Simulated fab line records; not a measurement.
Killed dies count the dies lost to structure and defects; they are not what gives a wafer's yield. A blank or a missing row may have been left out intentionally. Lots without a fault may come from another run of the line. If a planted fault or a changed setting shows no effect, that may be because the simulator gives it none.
Split-lot study ; flow n5-finfet ; 21 wafers read across 7 lots, on a route 1938 steps long

== ABOUT THE SPLIT ==
At N5_HKMG_FIN_ETCH_54 (etches SiARC in CF4, target depth 45.5 nm, time 75.8 s), the setting source-w was moved away from the recipe's 545 W on 7 of the 21 wafers read, by -17.1% to +6.9%. This setting was run at the recipe's value on the other wafers.

The reading is taken at the split's own step.

== THE READING ==
rf-vpp-V, in V, at N5_HKMG_FIN_ETCH_54 (etches SiARC in CF4, target depth 45.5 nm, time 75.8 s). Fault-free wafers of this fab line usually give 184.5 V, standard deviation 1 V.

wafer;tool, chamber at the split;source-w as run, W;against the recipe;rf-vpp-V, V;against lot-mates on the recipe
L078.3;rie-diel-06, 1;545;recipe;186.0;-
L078.4;rie-diel-06, 3;545;recipe;184.1;-
L078.5;rie-diel-06, 3;545;recipe;184.0;-
L082.2;rie-diel-05, 2;513.7;-5.7%;189.5;+5.7
L082.4;rie-diel-05, 3;545;recipe;183.8;-
L082.6;rie-diel-05, 1;513.7;-5.7%;189.0;+5.2
L084.1;rie-diel-04, 1;545;recipe;184.9;-
L084.2;rie-diel-04, 0;545;recipe;184.4;-
L084.4;rie-diel-04, 2;582.5;+6.9%;180.9;-3.8
L086.1;rie-diel-04, 1;545;recipe;185.0;-
L086.5;rie-diel-04, 1;475.9;-12.7%;193.4;+8.4
L086.6;rie-diel-04, 2;475.9;-12.7%;194.9;+9.9
L089.1;rie-diel-05, 2;545;recipe;186.0;-
L089.3;rie-diel-05, 1;545;recipe;184.0;-
L089.4;rie-diel-05, 3;451.9;-17.1%;196.7;+11.7
L090.4;rie-diel-04, 1;545;recipe;182.4;-
L090.5;rie-diel-04, 1;545;recipe;183.8;-
L090.6;rie-diel-04, 2;475.3;-12.8%;194.9;+11.8
L093.1;rie-diel-05, 3;545;recipe;181.7;-
L093.4;rie-diel-05, 0;545;recipe;182.3;-
L093.6;rie-diel-05, 3;545;recipe;182.6;-

THE FIT
A straight line over all 21 wafers: rf-vpp-V changes by -0.767 V for each +1% of source-w; r = -0.97; the points scatter about the line by 1.3 V.
The same after taking each lot's own level away (the mean of its wafers on the recipe; 21 wafers): -0.739 V for each +1%; r = -0.98; scatter 0.96 V.
Per that fit: largest source-w move, reading shift of 13 V.
Measured against the standard deviation above, the lots' own levels, which go from 182.20 to 185.00 V, span 2.8 times it.
The two slopes agree, so the slope changes little with the lot-to-lot level.
Check: for one of the wafers moved furthest among these (-17.1%), held out of the fit, the line's prediction against its lot-mates is +13.4 V. It came out at +11.7 V against them.
Tool readings at the split's step, against how far the setting was moved: etch-rf-on-time-s r = -0.96; rf-vpp-V r = -0.97.

== THESE WAFERS: OTHER SPLITS ==
These wafers also went through other splits before the reading. Each is held against what the fit with the lots' levels taken away leaves over:
other split on the same wafers;wafers away from the commonest value;r with rf-vpp-V (lot level and that fit taken away)
N5_WELL_APT_COAT_02 spin-rpm;7;+0.10
N5_PMOS_HMC_CHANNEL_EPI_HM_DEP_34 time-s;4;-0.14
N5_PMOS_HMC_CHANNEL_EPI_PEB_07 peb-time-s;7;-0.14
N5_DUMMY_GATE_ETCH_31 target-depth-a;7;-0.34
N5_SD_EPI_N_EPI_21 epi-growth-time-s;9;-0.09
N5_HKMG_FIN_COAT_43 spin-rpm;4;-0.18

== THE WHOLE CHAIN: every reading that the file lists as answering this split, in the file's order ==
step;what it does;reading;change (the file's fit);r (the file's)
N5_HKMG_FIN_ETCH_54;etches SiARC in CF4, target depth 45.5 nm, time 75.8 s;etch-rf-on-time-s;withheld for each +1% of the setting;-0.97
N5_HKMG_FIN_ETCH_54;etches SiARC in CF4, target depth 45.5 nm, time 75.8 s;rf-vpp-V;-0.753 V for each +1% of the setting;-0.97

== THE FILE'S OWN FIT ==
rf-vpp-V changes by -0.753 V for each +1% of source-w, r = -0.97.
